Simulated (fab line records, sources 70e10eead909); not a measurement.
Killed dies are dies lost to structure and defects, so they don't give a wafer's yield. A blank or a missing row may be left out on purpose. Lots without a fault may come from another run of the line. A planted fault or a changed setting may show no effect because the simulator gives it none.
A struck lot beside a sound one | flow nand_harc | 21 steps out of a route of 1302
Sound: wafers L614.2, L614.4, L614.5. Struck: wafers L619.1, L619.2, L619.4. The cause comes at the end.
At each step with rows: each side's tool, then ch and its chambers, then its first start. Under that, the readings that differ: sound wafers | struck wafers | difference of the means | sigmas: that difference in standard deviations of wafers without a fault.
alike: readings whose means differ by less than 2 such deviations, and words and numbers that are the same on both sides. not compared: withheld readings, readings that some wafer has no value for, bounds like >300 that may hide the same value, and numbers for which the record gives no deviation and whose values overlap.
The two part at a step that has a row with sigmas, a row that says differs or no value, or rows on one side only. Numbers that don't overlap but have no deviation are shown without sigmas and don't part them. A reading that every wafer of one side lacks parts them only if that side has two wafers or more.

NHARC_A_CHANNEL_HOLE_D2_CD_MEAS_18:
  sound on cd_sem-01, day 13 07:51; struck on cd_sem-03, day 15 12:17
  alike: cd_nm
then, 3 steps without rows for these wafers: NHARC_A_CHANNEL_HOLE_D2_ETCH_19 (etches the open film in C4F8/O2/Ar, time 34.5 s); NHARC_A_CHANNEL_HOLE_D2_ETCH_20 (etches the open film in C4F8/O2/Ar, time 361.9 s, target depth 1600 nm); NHARC_A_CHANNEL_HOLE_D2_ETCH_21 (etches the open film in C4F8/O2/Ar, time 514.3 s, target depth 1600 nm).
NHARC_A_CHANNEL_HOLE_D2_ETCH_22: etches the open film in C4F8/O2/Ar, time 666.7 s, target depth 1600 nm.
  sound on har_etch-01 ch 0,1, day 13 11:37; struck on har_etch-01 ch 0,1, day 15 13:14
  alike: drypump_motor_current_A, showerhead_plenum_p_Torr, throttle_valve_pct
  not compared: rf_hours_counter_h
then, 1 step without rows for these wafers: NHARC_A_CHANNEL_HOLE_D2_ETCH_23 (etches the open film in C4F8/O2/Ar, time 819 s, target depth 1600 nm).
NHARC_A_CHANNEL_HOLE_D2_ETCH_24: etches the open film in C4F8/O2/Ar, time 906.2 s, target depth 1500 nm.
  sound on har_etch-01 ch 0,1, day 13 12:52; struck on har_etch-01 ch 0,1, day 15 14:30
  alike: drypump_motor_current_A, showerhead_plenum_p_Torr, throttle_valve_pct
  not compared: rf_hours_counter_h
then, 5 steps without rows for these wafers: NHARC_A_CHANNEL_HOLE_D2_ETCH_25 (etches the open film in C4F8/O2/Ar, time 1040.2 s, target depth 1500 nm); NHARC_A_CHANNEL_HOLE_D2_ETCH_26 (etches the open film in C4F8/O2/Ar, time 224.1 s, target depth 300 nm); NHARC_A_CHANNEL_HOLE_D2_ETCH_27 (etches the open film in C4F8/O2/Ar, time 90 s, target depth 400 nm); NHARC_A_CHANNEL_HOLE_D2_STRIP_41 (strips in N2/H2); NHARC_A_CHANNEL_HOLE_D2_STRIP_42 (strips in CF4/CHF3).
NHARC_A_CHANNEL_HOLE_D2_STRIP_43: strips in O2/COS.
  sound on rie_diel-06 ch 0,2,3, day 13 15:23; struck on rie_diel-06 ch 0,1,2, day 15 17:02
NHARC_A_CHANNEL_HOLE_D2_ETCH_44: etches the open film in CF4/O2, target depth 140 nm, overetch 14 nm, time 77 s.
  sound on rie_diel-06 ch 1,3, day 13 15:26; struck on rie_diel-06 ch 0,1,2, day 15 17:06
  alike: drypump_motor_current_A, oes_product_au, rf_vpp_V, showerhead_plenum_p_Torr, throttle_valve_pct
  not compared: rf_hours_counter_h
NHARC_A_CHANNEL_HOLE_D2_STRIP_28: strips in O2.
  sound on rie_diel-06 ch 2,3; struck on rie_diel-06 ch 1,2,3
  alike: drypump_motor_current_A, oes_product_au, rf_vpp_V, showerhead_plenum_p_Torr, throttle_valve_pct
  not compared: rf_hours_counter_h
then, 2 steps without rows for these wafers: NHARC_A_CHANNEL_HOLE_D2_PRECLEAN_29 (cleans in SC1); NHARC_A_CHANNEL_HOLE_D2_SRD_30.
NHARC_A_CHANNEL_HOLE_D2_CD_MEAS_31:
  sound on cd_sem-03, day 13 16:14; struck on cd_sem-03, day 15 17:53
  alike: cd_nm
NHARC_A_CHANNEL_HOLE_D2_XSEM_32:
  sound on xsem-01 ch 0, day 13 16:20; struck on xsem-02 ch 0, day 15 17:59
  alike: bot_cd_nm, bow_nm, tilt_deg
NHARC_A_CHANNEL_HOLE_D2_INSPECT_40:
  sound on defect_inspect-02, day 13 16:25; struck on defect_inspect-02, day 15 18:05
  alike: raw_defect_count
-- the record jumps here: 11 days lie between the struck wafers' starts before and after (it left off in module A_CHANNEL_HOLE_D2 and takes up again in module END, whose first step shown is number 1302 of the route) --
NHARC_END_SORT_01:
  sound on prober-02 ch 0, day 25 10:24; struck on prober-01 ch 0, day 26 16:47
  reading         | sound    | struck                                                               | difference                   | sigmas
  hold            | - - -    | await_dispo/4.5h/scrap await_dispo/4.5h/scrap await_dispo/4.5h/scrap | no value on the sound wafers |
  killed_at_array | 79 58 70 | 677 674 673                                                          | +606                         | +36
  killed_dies     | 85 66 77 | 677 677 677                                                          | +601                         | +35
  alike: killed_at_other, killed_at_periphery, killed_open, killed_short

WHERE THEY PART
Only at NHARC_END_SORT_01, within this record.

WHY: what the simulator had put in
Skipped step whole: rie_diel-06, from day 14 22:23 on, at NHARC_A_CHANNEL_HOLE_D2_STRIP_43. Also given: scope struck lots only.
